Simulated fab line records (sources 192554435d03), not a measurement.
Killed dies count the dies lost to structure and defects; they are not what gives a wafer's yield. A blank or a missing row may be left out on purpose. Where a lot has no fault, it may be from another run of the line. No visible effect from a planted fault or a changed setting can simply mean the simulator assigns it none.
A lot that was struck, set against a sound lot || flow n5_finfet || 16 steps out of a route of 1938
Sound: these wafers, L863.3, L863.4, L863.5. Struck: wafer L882.2 (left out: L882.4, a lot-mate that was not struck); the cause follows at the end.
Order at every step that has rows: each side's tool, ch and its chambers, its first start. Under that, the readings that differ: sound wafers || struck wafers || difference of the means || sigmas: that difference in standard deviations of wafers without a fault.
alike: words and numbers the same on both sides, and readings whose means are apart by under 2 such deviations; not compared: readings that were withheld, readings missing a value for some wafer, numbers with overlapping values and no deviation given by the record, and bounds like >300 which may hide the same value.
A row with sigmas, a row that says differs or no value, or rows on one side alone: a step with any of these is where the two part. Numbers that don't overlap but have no deviation are shown without sigmas and don't part them. A reading that every wafer of one side lacks parts them only if that side has two wafers or more.

N5_HKMG_FIN_ALD_75: deposits Al2O3, target thk 1 nm, co reactant pulse time 1 s.
  sound on ald_hk-01 ch 1,2,3, day 3 22:50; struck on ald_hk-02 ch 0, day 8 17:31
  alike: heater_power_w, precursor_pulse_height_rel
then, 8 steps without rows for these wafers: N5_HKMG_FIN_COAT_41 (time 60 s, resist thk 300 nm); N5_HKMG_FIN_COAT_42 (time 60 s, resist thk 35 nm); N5_HKMG_FIN_COAT_43 (resist thk 90 nm); N5_HKMG_FIN_EBR_45; N5_HKMG_FIN_SOFTBAKE_44 (time 60 s); N5_HKMG_FIN_EXPOSE_46 (exposes mask NDIPOLE); N5_HKMG_FIN_PEB_47 (peb time 60 s); N5_HKMG_FIN_DEVELOP_48 (develop time 30 s).
N5_HKMG_FIN_CD_MEAS_49: the cd target is 202 nm.
  sound on cd_sem-01 ch 0, day 3 23:11; struck on cd_sem-02 ch 0, day 8 17:59
  alike: cd_nm
N5_HKMG_FIN_OVL_MEAS_50:
  sound on overlay-01 ch 0, day 3 23:13; struck on overlay-02 ch 0, day 8 18:01
  alike: NDIPOLE_OVL
N5_HKMG_FIN_INSPECT_61: inspects for defects (macro).
  sound on defect_inspect-02 at day 3 23:14; struck on defect_inspect-01 at day 8 18:02
  alike: raw_defect_count
N5_HKMG_FIN_DESCUM_53: chemistry O2, time 7.9 s.
  sound on rie_diel-05 ch 0,1, day 3 23:33; struck on rie_diel-04 ch 2, day 8 18:04
{"reading": "drypump_motor_current_A (A)", "sound": "4.9 5.0 4.9", "struck": 6.0, "difference": "+1.1", "sigmas": "+2"}
{"reading": "model.CAR-ArF_of_HKMG_FIN_COAT_43.thk_nm (nm)", "sound": "83.2 83.6 83.2", "struck": 84.2, "difference": "+0.9", "sigmas": ""}
  alike: oes_product_au, rf_vpp_V, showerhead_plenum_p_Torr, throttle_valve_pct
  not compared: rf_hours_counter_h
N5_HKMG_FIN_ETCH_54: etches SiARC in CF4, target depth 45.5 nm, time 75.8 s.
  sound on rie_diel-05 ch 0,1, day 3 23:35; struck on rie_diel-04 ch 2, day 8 18:06
{"reading": "drypump_motor_current_A (A)", "sound": "4.9 5.0 4.9", "struck": 6.0, "difference": "+1.1", "sigmas": "+2"}
{"reading": "oes_product_au (a.u.)", "sound": "0.64 0.78 0.63", "struck": 0.58, "difference": -0.10, "sigmas": -2}
{"reading": "model.CAR-ArF_of_HKMG_FIN_COAT_43.thk_nm (nm)", "sound": "50.6 51 50.8", "struck": 51.6, "difference": "+0.8", "sigmas": ""}
  alike: etch_rf_on_time_s, rf_vpp_V, showerhead_plenum_p_Torr, throttle_valve_pct
  not compared: rf_hours_counter_h
N5_HKMG_FIN_ETCH_55: etches SOC in N2/H2, target depth 240 nm, time 300 s.
  sound on rie_diel-05 ch 0,1, day 3 23:38; struck on rie_diel-04 ch 2, day 8 18:10
{"reading": "drypump_motor_current_A (A)", "sound": "4.9 5.0 4.9", "struck": 6.0, "difference": "+1.1", "sigmas": "+2"}
  alike: oes_product_au, rf_vpp_V, showerhead_plenum_p_Torr, throttle_valve_pct
  not compared: rf_hours_counter_h
-- the record jumps here: 5 days lie between the struck wafers' starts before and after (it left off in module HKMG_FIN and takes up again in module BEOL_M4, whose first step shown is number 1111 of the route) --
N5_BEOL_M4_RC_MEAS_101:
  sound on prober-02 ch 0, day 8 12:49; struck on prober-01 ch 0, day 13 14:02
  alike: DIBL_N, DIBL_P, IOFF_N, IOFF_P, ION_N, ION_P, SS_N, SS_P, VT_N, VT_P

## WHERE THEY PART
Earliest at N5_HKMG_FIN_DESCUM_53; latest, in this record, at N5_HKMG_FIN_ETCH_55. Later steps at which nothing parts them and some readings are alike: N5_BEOL_M4_RC_MEAS_101.

WHY: whatever the simulator had introduced
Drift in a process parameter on rie_diel-04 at N5_HKMG_FIN_DESCUM_53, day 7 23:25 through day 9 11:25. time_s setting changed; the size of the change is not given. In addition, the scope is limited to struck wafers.
